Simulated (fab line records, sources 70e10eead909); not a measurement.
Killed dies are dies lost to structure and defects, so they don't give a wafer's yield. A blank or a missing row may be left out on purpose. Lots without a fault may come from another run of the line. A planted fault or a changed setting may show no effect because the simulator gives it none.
Chamber matching | flow nand_harc | NHARC_A_M0_ETCH_34 on rie_diel-13: 4 sister chambers
The step etches the open film in N2/H2, target depth 40 nm, overetch 12 nm, time 43.94 s. 4 wafers are shown with their chamber, then 8 later ones without.

WAFERS WITH THEIR CHAMBER
wafer  | chamber | drypump_motor_current_A (A)
L492.2 | 1       | 4.8
L497.3 | 0       | 6.2
L497.5 | 3       | 6.1
L499.1 | 2       | 6.5

WAFERS WITHOUT THEIR CHAMBER
wafer  | drypump_motor_current_A (A)
L499.3 | 6.1
L499.4 | 6.2
L501.1 | 6.5
L501.4 | 6.3
L501.5 | 6.1
L503.3 | 6.5
L503.5 | 6.4
L503.6 | 6.1

WHICH CHAMBER EACH WENT THROUGH
wafer  | from the rows above | in truth
L499.3 | 3                   | 3
L499.4 | 0                   | 0
L501.1 | 2                   | 2
L501.4 | 0                   | 0
L501.5 | 3                   | 3
L503.3 | 2                   | 2
L503.5 | 2                   | 2
L503.6 | 3                   | 3
Placed correctly: 8 of 8. Can't be placed from these rows: 0. Placed wrongly: 0.
How it was worked out, from the rows above alone: a wafer's distance from a chamber is the root of the sum, over the readings, of the square of ((its reading less the chamber's mean) divided by the reading's scatter). The wafer belongs to the nearest chamber; if the next one is less than 2 further off, it can't be placed. A chamber's mean is the mean of its shown wafers. The scatter: with one shown wafer a chamber, the root of the mean of the squares of how far each hidden wafer lies from its nearest shown one.
